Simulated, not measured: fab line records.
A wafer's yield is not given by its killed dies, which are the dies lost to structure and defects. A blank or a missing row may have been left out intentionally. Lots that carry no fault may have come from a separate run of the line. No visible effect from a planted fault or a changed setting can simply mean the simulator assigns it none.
fab line records	flow n5_finfet	part 1 of 2: steps 1 to 20 of 28
[record] lots = 5	wafers = 15	last_day = 16
route steps=1938 shown BEOL_M6@1213
lots with no fault: from the same line, run without faults
start_h: start of the lot's first displayed wafer, in hours after the record's first day	wait_h: hours since the lot's step before	" the same as in the row above	L1.1+2: a single row standing in for several wafers	- either no value or no given start	* or withheld: withheld	< > ~ a bound
route shown NAME@n: a module of which the file shows steps, and the number in the route of the first	usual: mean/standard deviation of fault-free wafers	same: alike in all rows	chamber/n: place in a boat	sites: the reading at each site	_std_site: how widely they spread, as a standard deviation	_edge_site: inner sites' mean taken away from outer sites' mean	radius_mm: for every site, how far away it sits from the centre of the wafer	mask NAME#n: copy n	behind: tool/chamber where the wafer was last shaped	hold: reason for holding the lot/hours on hold/outcome of the hold	device: names the non-switching transistor (n, p or np)	end of line: tests of these same wafers at the route's end	a step with no rows: only its recipe	killed: the dies lost at the first sort to structure and to defects; this is not the yield of the wafer	map: a wafer's dies, x killed, . not, _ none there
set.NAME: the run value of the setting; set.NAME@STEP: its run value at that earlier step	model.NAME: the simulator's own value behind a step, which no gauge read
lots at selected steps of the route; one table per step, one row per wafer
services: the hour from which a tool's chamber was out of use, counted from the record's first day as start_h (under 0 if before that day), plus the number of hours and why
[[steps]]
[step N5_BEOL_M6_STRIP_68]
[recipe] chemistry = N2/H2	temp_c = 40	n2_flow_sccm = 200	h2_flow_sccm = 200	rf_frequency_hz = 6e+07
lot.wafer	tool	chamber	start_h	wait_h
L074.2+3+5	rie_diel-03	0,2,2	183.36	0.1
L075.1+3+6	rie_diel-03	0,1,3	189.24	0.1
L079.2+3+5	rie_diel-01	0,3,2	207.10	0.1
L083.1+3+4	rie_diel-01	1,3,1	237.06	0.1
L091.3+5+6	rie_diel-06	3,1,2	293.02	0.1
[step N5_BEOL_M6_STRIP_67]
[recipe] chemistry = CF4	resist = SiARC	power_w = 300	bias_power_w = 75	pressure_mtorr = 50	cf4_flow_sccm = 150	rf_frequency_hz = 6e+07
[usual] drypump_motor_current_A = 5.6/0.32	oes_product_au = 0.77/0.073	rf_vpp_V = 271.6/1.3	showerhead_plenum_p_Torr = 1.81/0.042	throttle_valve_pct = 13.66/0.27
lot.wafer	tool	chamber	start_h	wait_h	drypump_motor_current_A	oes_product_au	rf_hours_counter_h	rf_vpp_V	showerhead_plenum_p_Torr	throttle_valve_pct
L074.2	rie_diel-03	0	183.37	0.0	5.2	0.69	247	270.6	1.82	14.04
L074.3	"	2	"	"	6.3	0.73	205	271.7	1.77	13.72
L074.5	"	2	"	"	6.3	0.73	-	271.0	1.77	13.71
L075.1	rie_diel-03	0	189.25	0.0	5.3	0.69	249	271.9	1.82	14.00
L075.3	"	1	"	"	5.8	0.78	120	271.3	1.82	13.60
L075.6	"	3	"	"	5.1	0.74	-	269.9	1.80	13.69
L079.2	rie_diel-01	0	207.11	0.0	5.7	0.83	67	272.2	1.89	13.20
L079.3	"	3	"	"	5.5	0.87	51	271.0	1.76	13.22
L079.5	"	2	"	"	5.7	0.68	-	272.8	1.85	14.02
L083.1	rie_diel-01	1	237.07	0.0	5.5	0.74	197	272.7	1.86	13.92
L083.3	"	3	"	"	5.5	0.86	63	270.9	1.75	13.26
L083.4	"	1	"	"	5.5	0.74	-	274.5	1.86	13.88
L091.3	rie_diel-06	3	293.03	0.0	5.1	0.69	212	272.4	1.86	14.09
L091.5	"	1	"	"	5.6	0.97	-	271.2	1.83	13.50
L091.6	"	2	"	"	5.5	0.79	-	270.9	1.80	13.62
[step N5_BEOL_M6_HM_OPEN_17]
[recipe] chemistry = Cl2/BCl3	target_depth_a = 200	overetch_a = 60	target = TiN	mask_material = SOC	ion_energy_ev = 150	pressure_mtorr = 10	icp_w = 1000	bias_w = 126	Cl2_flow_sccm = 53.25	bcl3_flow_sccm = 21.75	Ar_flow_sccm = 25
[usual] drypump_motor_current_A = 5.6/0.42	oes_product_au = 0.69/0.11	throttle_valve_pct = 22.34/0.16
lot.wafer	tool	chamber	start_h	wait_h	drypump_motor_current_A	oes_product_au	rf_hours_counter_h	throttle_valve_pct
L074.2	rie_metal-02	1	183.41	0.0	5.7	0.81	1	22.30
L074.3	"	0	"	"	5.4	0.56	-	22.18
L074.5	"	0	"	"	5.4	0.56	-	22.17
L075.1	rie_metal-03	1	189.29	0.0	5.3	0.52	116	22.12
L075.3	"	1	"	"	5.3	0.52	-	22.14
L075.6	"	0	"	"	6.1	0.55	-	22.44
L079.2	rie_metal-01	0	207.15	0.0	6.1	0.75	9	22.46
L079.3	"	0	"	"	6.1	0.76	-	22.48
L079.5	"	1	"	"	5.1	0.74	-	22.45
L083.1	rie_metal-03	1	237.11	0.0	5.3	0.52	121	22.11
L083.3	"	0	"	"	6.1	0.55	-	22.46
L083.4	"	1	"	"	5.3	0.51	-	22.13
L091.3	rie_metal-01	1	293.10	0.1	5.1	0.72	-	22.43
L091.5	"	0	"	"	6.1	0.73	-	22.49
L091.6	"	1	"	"	5.1	0.73	-	22.44
[step N5_BEOL_M6_STRIP_19]
[recipe] chemistry = O2	power_w = 400	temp_c = 40	pressure_mtorr = 30	rf_frequency_hz = 6e+07	bias_power_w = 0	overash_fraction = 0.2	o2_flow_sccm = 225
[usual] drypump_motor_current_A = 5.55/0.3	oes_product_au = 0.78/0.075	rf_vpp_V = 3.7/0.58	showerhead_plenum_p_Torr = 2.12/0.061	throttle_valve_pct = 16.73/0.28
lot.wafer	tool	chamber	start_h	wait_h	drypump_motor_current_A	oes_product_au	rf_hours_counter_h	rf_vpp_V	showerhead_plenum_p_Torr	throttle_valve_pct
L074.2	rie_diel-06	1	183.54	0.1	5.62	0.70	229	4.2	2.14	17.04
L074.3	"	2	"	"	5.49	0.82	80	3.6	2.10	16.57
L074.5	"	0	"	"	5.91	0.82	-	4.1	2.01	16.29
L075.1	rie_diel-03	0	189.50	0.2	5.26	0.69	249	3.5	2.16	17.22
L075.3	"	2	"	"	6.31	0.72	207	3.6	2.10	16.91
L075.6	"	1	"	"	5.75	0.79	-	2.7	2.13	16.70
L079.2	rie_diel-06	1	207.26	0.1	5.66	0.69	237	4.0	2.14	17.06
L079.3	"	3	"	"	5.10	0.71	189	3.1	2.18	17.15
L079.5	"	1	"	"	5.66	0.69	-	3.0	2.14	17.07
L083.1	rie_diel-03	2	237.31	0.2	6.27	0.70	226	3.7	2.10	16.99
L083.3	"	3	"	"	5.13	0.72	185	3.7	2.10	16.80
L083.4	"	0	"	"	5.30	0.92	13	3.3	2.15	16.72
L091.3	rie_diel-03	1	293.19	0.1	5.78	0.74	158	2.6	2.12	16.76
L091.5	"	3	"	"	5.14	0.70	-	4.4	2.09	16.85
L091.6	"	0	"	"	5.34	0.89	-	3.7	2.14	16.78
[step N5_BEOL_M6_CD_MEAS_18]
[recipe] pitch_nm = 80	target_cd_nm = 40
[usual] cd_nm = 40.0/0.6
lot.wafer	tool	chamber	start_h	wait_h	cd_nm
L074.2	cd_sem-03	-	183.61	0.1	40.0
L074.3	"	-	"	"	39.1
L074.5	"	-	"	"	39.4
L075.1	cd_sem-01	-	189.57	0.0	39.3
L075.3	"	-	"	"	40.3
L075.6	"	-	"	"	40.4
L079.2	cd_sem-02	-	207.34	0.1	39.5
L079.3	"	-	"	"	40.8
L079.5	"	-	"	"	40.4
L083.1	cd_sem-01	-	237.38	0.0	39.9
L083.3	"	-	"	"	39.5
L083.4	"	-	"	"	38.9
L091.3	cd_sem-03	-	293.26	0.1	40.1
L091.5	"	-	"	"	40.4
L091.6	"	-	"	"	39.9
[step N5_BEOL_M6_COAT_63]
[recipe] resist = SOC	temp_c = 250	time_s = 60	spin_rpm = 1500	resist_thk_nm = 60
[usual] heater_power_total_W = 500.4/1.8
[same] time_s = 60
lot.wafer	tool	chamber	start_h	wait_h	heater_power_total_W
L074.2	litho_track-02	0	183.88	0.3	497.3
L074.3	"	0	"	"	499.0
L074.5	"	0	"	"	498.6
L075.1	litho_track-02	0	189.61	0.0	500.6
L075.3	"	0	"	"	502.7
L075.6	"	0	"	"	498.4
L079.2	litho_track-01	0	208.80	1.5	498.1
L079.3	"	0	"	"	501.3
L079.5	"	0	"	"	502.6
L083.1	litho_track-04	0	239.70	2.3	503.2
L083.3	"	0	"	"	503.4
L083.4	"	0	"	"	498.4
L091.3	litho_track-04	0	295.61	2.3	499.0
L091.5	"	0	"	"	501.7
L091.6	"	0	"	"	497.4
[step N5_BEOL_M6_COAT_64]
[recipe] resist = SiARC	temp_c = 220	time_s = 60	spin_rpm = 1500	resist_thk_nm = 12
[usual] heater_power_total_W = 427.6/2
[same] time_s = 60
lot.wafer	tool	chamber	start_h	wait_h	heater_power_total_W
L074.2	litho_track-02	0	-	-	429.5
L074.3	"	0	"	"	427.1
L074.5	"	0	"	"	430.9
L075.1	litho_track-02	0	-	-	429.8
L075.3	"	0	"	"	428.0
L075.6	"	0	"	"	430.4
L079.2	litho_track-01	0	-	-	429.9
L079.3	"	0	"	"	427.3
L079.5	"	0	"	"	427.3
L083.1	litho_track-04	0	-	-	424.9
L083.3	"	0	"	"	429.4
L083.4	"	0	"	"	428.2
L091.3	litho_track-04	0	-	-	430.6
L091.5	"	0	"	"	425.0
L091.6	"	0	"	"	425.7
[step N5_BEOL_M6_COAT_71]
[recipe] resist = underlayer	temp_c = 205	time_s = 60	spin_rpm = 1500	resist_thk_nm = 5
[usual] heater_power_total_W = 391.6/1.4
[same] time_s = 60
lot.wafer	tool	chamber	start_h	wait_h	heater_power_total_W
L074.2	litho_track-02	0	-	-	392.8
L074.3	"	0	"	"	393.5
L074.5	"	0	"	"	393.1
L075.1	litho_track-02	0	-	-	392.9
L075.3	"	0	"	"	390.9
L075.6	"	0	"	"	393.8
L079.2	litho_track-01	0	-	-	390.8
L079.3	"	0	"	"	393.1
L079.5	"	0	"	"	393.1
L083.1	litho_track-04	0	-	-	393.9
L083.3	"	0	"	"	392.4
L083.4	"	0	"	"	393.3
L091.3	litho_track-04	0	-	-	392.8
L091.5	"	0	"	"	390.8
L091.6	"	0	"	"	392.0
[step N5_BEOL_M6_COAT_22]
[recipe] resist = CAR-EUV	spin_rpm = 1500	resist_thk_nm = 30
lot.wafer	tool	chamber	start_h	wait_h
L074.2+3+5	litho_track-02	0	-	-
L075.1+3+6	litho_track-02	0	-	-
L079.2+3+5	litho_track-01	0	-	-
L083.1+3+4	litho_track-04	0	-	-
L091.3+5+6	litho_track-04	0	-	-
[step N5_BEOL_M6_EBR_24]
[recipe] solvent = PGMEA	ebr_width_mm = 1.5
lot.wafer	tool	chamber	start_h	wait_h
L074.2+3+5	litho_track-02	0	-	-
L075.1+3+6	litho_track-02	0	-	-
L079.2+3+5	litho_track-01	0	-	-
L083.1+3+4	litho_track-04	0	-	-
L091.3+5+6	litho_track-04	0	-	-
[step N5_BEOL_M6_SOFTBAKE_23]
[recipe] temp_c = 110	time_s = 60	resist = CAR-EUV
[usual] heater_power_total_W = 175.4/1.6
[same] time_s = 60
lot.wafer	tool	chamber	start_h	wait_h	heater_power_total_W
L074.2	litho_track-02	0	-	-	175.2
L074.3	"	0	"	"	173.2
L074.5	"	0	"	"	176.7
L075.1	litho_track-02	0	-	-	174.8
L075.3	"	0	"	"	176.5
L075.6	"	0	"	"	176.3
L079.2	litho_track-01	0	-	-	177.5
L079.3	"	0	"	"	173.9
L079.5	"	0	"	"	176.1
L083.1	litho_track-04	0	-	-	173.4
L083.3	"	0	"	"	177.3
L083.4	"	0	"	"	173.0
L091.3	litho_track-04	0	-	-	177.3
L091.5	"	0	"	"	177.3
L091.6	"	0	"	"	175.8
[step N5_BEOL_M6_EXPOSE_25]
[recipe] mask_id = V5	na = 0.33	source_shape = annular	sigma_inner = 0.4	sigma_outer = 0.8	polarization = unpolarized	target_cd_nm = 40	dose_mj = 45
lot.wafer	tool	chamber	start_h	wait_h	mask
L074.2+3+5	euv_scanner-02	0	184.02	-	V5#0
L075.1+3+6	euv_scanner-02	0	189.75	-	V5#0
L079.2+3+5	euv_scanner-02	0	208.94	-	V5#0
L083.1+3+4	euv_scanner-01	0	239.96	-	V5#0
L091.3+5+6	euv_scanner-02	0	295.88	-	V5#0
[step N5_BEOL_M6_PEB_26]
[recipe] peb_temp_c = 100	peb_time_s = 60	resist = CAR-EUV
[usual] heater_power_total_W = 154.0/1.1
lot.wafer	tool	chamber	start_h	wait_h	heater_power_total_W
L074.2	litho_track-01	0	184.08	0.1	155.5
L074.3	"	0	"	"	154.9
L074.5	"	0	"	"	153.0
L075.1	litho_track-02	0	189.81	0.1	155.1
L075.3	"	0	"	"	153.7
L075.6	"	0	"	"	155.7
L079.2	litho_track-04	0	209.00	0.1	152.3
L079.3	"	0	"	"	152.5
L079.5	"	0	"	"	154.3
L083.1	litho_track-02	0	240.03	0.1	152.8
L083.3	"	0	"	"	155.7
L083.4	"	0	"	"	154.5
L091.3	litho_track-02	0	295.94	0.1	153.9
L091.5	"	0	"	"	152.6
L091.6	"	0	"	"	155.3
[step N5_BEOL_M6_DEVELOP_27]
[recipe] develop_time_s = 30	developer = TMAH	resist = CAR-EUV	rinse_liquid = surfactant_rinse	dry = air_spin	dev_temp_c = 23
lot.wafer	tool	chamber	start_h	wait_h
L074.2+3+5	litho_track-01	0	-	-
L075.1+3+6	litho_track-02	0	-	-
L079.2+3+5	litho_track-04	0	-	-
L083.1+3+4	litho_track-02	0	-	-
L091.3+5+6	litho_track-02	0	-	-
[step N5_BEOL_M6_CD_MEAS_28]
[recipe] target_cd_nm = 40	landing_energy_ev = 500	detector = se_inlens
[usual] cd_nm = 39.97/0.24
lot.wafer	tool	chamber	start_h	wait_h	cd_nm
L074.2	cd_sem-02	0	184.15	-	39.74
L074.3	"	0	"	"	39.98
L074.5	"	0	"	"	39.72
L075.1	cd_sem-02	0	189.88	-	39.99
L075.3	"	0	"	"	39.68
L075.6	"	0	"	"	39.57
L079.2	cd_sem-02	0	209.07	-	39.96
L079.3	"	0	"	"	39.93
L079.5	"	0	"	"	40.00
L083.1	cd_sem-03	0	240.10	-	39.84
L083.3	"	0	"	"	40.01
L083.4	"	0	"	"	40.06
L091.3	cd_sem-01	0	296.01	-	39.95
L091.5	"	0	"	"	40.25
L091.6	"	0	"	"	40.20
[step N5_BEOL_M6_OVL_MEAS_29]
[recipe] points_per_wafer = 522
[usual] V5_OVL = 0.2/0.79
lot.wafer	tool	chamber	start_h	wait_h	V5_OVL[nm]
L074.2	overlay-01	0	184.18	0.0	-1.3
L074.3	"	0	"	"	-1.1
L074.5	"	0	"	"	-0.6
L075.1	overlay-02	0	189.91	0.0	-1.1
L075.3	"	0	"	"	-0.7
L075.6	"	0	"	"	-0.2
L079.2	overlay-01	0	209.11	0.0	0.0
L079.3	"	0	"	"	1.7
L079.5	"	0	"	"	0.6
L083.1	overlay-01	0	240.13	0.0	1.5
L083.3	"	0	"	"	2.0
L083.4	"	0	"	"	0.4
L091.3	overlay-02	0	296.05	0.0	0.0
L091.5	"	0	"	"	0.1
L091.6	"	0	"	"	0.1
[step N5_BEOL_M6_INSPECT_30]
[recipe] mode = adi	inspect_instrument = brightfield
[usual] raw_defect_count = 410/110
lot.wafer	tool	chamber	start_h	wait_h	raw_defect_count
L074.2	defect_inspect-01	-	184.24	0.0	244
L074.3	"	-	"	"	237
L074.5	"	-	"	"	246
L075.1	defect_inspect-01	-	189.97	0.1	439
L075.3	"	-	"	"	396
L075.6	"	-	"	"	235
L079.2	defect_inspect-01	-	209.17	0.0	523
L079.3	"	-	"	"	438
L079.5	"	-	"	"	413
L083.1	defect_inspect-02	-	240.19	0.1	291
L083.3	"	-	"	"	324
L083.4	"	-	"	"	306
L091.3	defect_inspect-01	-	296.10	0.0	439
L091.5	"	-	"	"	491
L091.6	"	-	"	"	393
[step N5_BEOL_M6_DESCUM_33]
[recipe] chemistry = O2	time_s = 7	source_power_w = 50	bias_power_w = 20	pressure_mtorr = 20	rf_frequency_hz = 2.712e+07	temp_c = 40	resist = CAR-EUV	o2_flow_sccm = 225
[usual] drypump_motor_current_A = 5.6/0.33	oes_product_au = 0.78/0.081	rf_vpp_V = 243.4/1.2	showerhead_plenum_p_Torr = 2.12/0.053	throttle_valve_pct = 20.51/0.25
[same] time_s = 7
lot.wafer	tool	chamber	start_h	wait_h	drypump_motor_current_A	oes_product_au	rf_hours_counter_h	rf_vpp_V	showerhead_plenum_p_Torr	throttle_valve_pct
L074.2	rie_diel-01	3	184.45	0.2	5.5	0.88	41	241.9	2.03	20.03
L074.3	"	0	"	"	5.8	0.86	59	245.7	2.22	20.08
L074.5	"	1	"	"	5.5	0.76	-	243.5	2.17	20.55
L075.1	rie_diel-01	0	190.18	0.2	5.7	0.85	62	245.6	2.22	20.07
L075.3	"	2	"	"	5.7	0.69	235	243.3	2.17	21.00
L075.6	"	1	"	"	5.5	0.75	-	244.8	2.17	20.56
L079.2	rie_diel-03	0	209.20	0.0	5.3	0.97	1	243.9	2.15	20.54
L079.3	"	2	"	"	6.3	0.72	215	243.2	2.10	20.67
L079.5	"	3	"	"	5.1	0.73	-	244.1	2.10	20.55
L083.1	rie_diel-03	2	241.03	0.8	6.3	0.70	228	241.5	2.09	20.68
L083.3	"	1	"	"	5.8	0.77	141	243.5	2.12	20.53
L083.4	"	0	"	"	5.3	0.91	15	243.2	2.15	20.55
L091.3	rie_diel-03	1	296.48	0.4	5.8	0.75	159	244.3	2.12	20.56
L091.5	"	2	"	"	6.3	0.68	-	243.0	2.09	20.73
L091.6	"	1	"	"	5.8	0.75	-	243.8	2.12	20.56
[step N5_BEOL_M6_ETCH_72]
[recipe] chemistry = N2/H2	target = underlayer	target_depth_a = 65	mask_material = CAR-EUV	time_s = 5.2	ion_energy_ev = 200	pressure_mtorr = 30	source_w = 840	bias_w = 150	n2_flow_sccm = 200	h2_flow_sccm = 200	ends = cleared
[usual] drypump_motor_current_A = 5.6/0.33	etch_rf_on_time_s = 5.26/0.12	oes_product_au = 0.66/0.067	rf_vpp_V = 524.7/2.1	showerhead_plenum_p_Torr = 2.56/0.065	throttle_valve_pct = 17.86/0.26
lot.wafer	tool	chamber	start_h	wait_h	drypump_motor_current_A	etch_rf_on_time_s	oes_product_au	rf_hours_counter_h	rf_vpp_V	showerhead_plenum_p_Torr	throttle_valve_pct
L074.2	rie_diel-01	3	184.48	0.0	5.5	5.33	0.74	41	522.7	2.49	17.63
L074.3	"	0	"	"	5.8	5.10	0.73	59	526.7	2.71	17.60
L074.5	"	1	"	"	5.5	5.14	0.64	-	528.8	2.65	18.05
L075.1	rie_diel-01	0	190.21	0.0	5.7	5.01	0.73	62	527.6	2.71	17.61
L075.3	"	2	"	"	5.7	5.37	0.58	235	526.4	2.62	18.38
L075.6	"	1	"	"	5.5	5.10	0.65	-	528.9	2.65	18.07
L079.2	rie_diel-03	0	209.24	0.0	5.3	5.29	0.80	1	527.0	2.58	17.58
L079.3	"	2	"	"	6.3	5.51	0.59	215	521.1	2.50	17.78
L079.5	"	3	"	"	5.2	5.25	0.61	-	523.3	2.55	17.98
L083.1	rie_diel-03	2	241.06	0.0	6.2	5.49	0.58	228	524.6	2.49	17.83
L083.3	"	1	"	"	5.8	5.30	0.63	141	523.1	2.53	17.71
L083.4	"	0	"	"	5.3	5.30	0.76	15	526.2	2.57	17.60
L091.3	rie_diel-03	1	296.52	0.0	5.8	5.33	0.62	159	522.1	2.52	17.71
L091.5	"	2	"	"	6.2	5.56	0.57	-	523.8	2.49	17.84
L091.6	"	1	"	"	5.8	5.30	0.62	-	523.0	2.52	17.69
[step N5_BEOL_M6_ETCH_65]
[recipe] chemistry = CF4	target = SiARC	target_depth_a = 156	mask_material = CAR-EUV	time_s = 26	ion_energy_ev = 80	pressure_mtorr = 40	source_w = 545	bias_w = 36	Ar_flow_sccm = 100	cf4_flow_sccm = 100	ends = cleared
[usual] drypump_motor_current_A = 5.6/0.33	etch_rf_on_time_s = 26.3/0.62	oes_product_au = 0.66/0.066	rf_vpp_V = 184.3/0.98	showerhead_plenum_p_Torr = 2.16/0.048	throttle_valve_pct = 15.65/0.23
lot.wafer	tool	chamber	start_h	wait_h	drypump_motor_current_A	etch_rf_on_time_s	oes_product_au	rf_hours_counter_h	rf_vpp_V	showerhead_plenum_p_Torr	throttle_valve_pct
L074.2	rie_diel-01	3	184.50	0.0	5.5	26.8	0.74	41	182.6	2.10	15.26
L074.3	"	0	"	"	5.8	25.6	0.73	59	184.7	2.25	15.18
L074.5	"	1	"	"	5.5	25.6	0.65	-	184.5	2.23	15.84
L075.1	rie_diel-01	0	190.23	0.0	5.7	25.4	0.73	62	185.9	2.25	15.19
L075.3	"	2	"	"	5.6	27.0	0.58	235	184.9	2.20	16.01
L075.6	"	1	"	"	5.5	25.6	0.65	-	185.3	2.22	15.83
L079.2	rie_diel-03	0	209.25	0.0	5.3	26.2	0.80	1	184.9	2.19	15.57
L079.3	"	2	"	"	6.2	27.1	0.60	215	184.5	2.11	15.73
L079.5	"	3	"	"	5.1	26.0	0.62	-	184.4	2.14	15.71
L083.1	rie_diel-03	2	241.08	0.0	6.3	27.4	0.58	228	184.3	2.11	15.75
L083.3	"	1	"	"	5.8	26.7	0.63	141	183.2	2.16	15.60
L083.4	"	0	"	"	5.3	26.8	0.75	15	184.0	2.19	15.60
L091.3	rie_diel-03	1	296.54	0.0	5.7	26.6	0.63	159	182.5	2.15	15.65
L091.5	"	2	"	"	6.3	27.7	0.57	-	182.8	2.10	15.78
L091.6	"	1	"	"	5.7	26.6	0.62	-	182.5	2.15	15.65
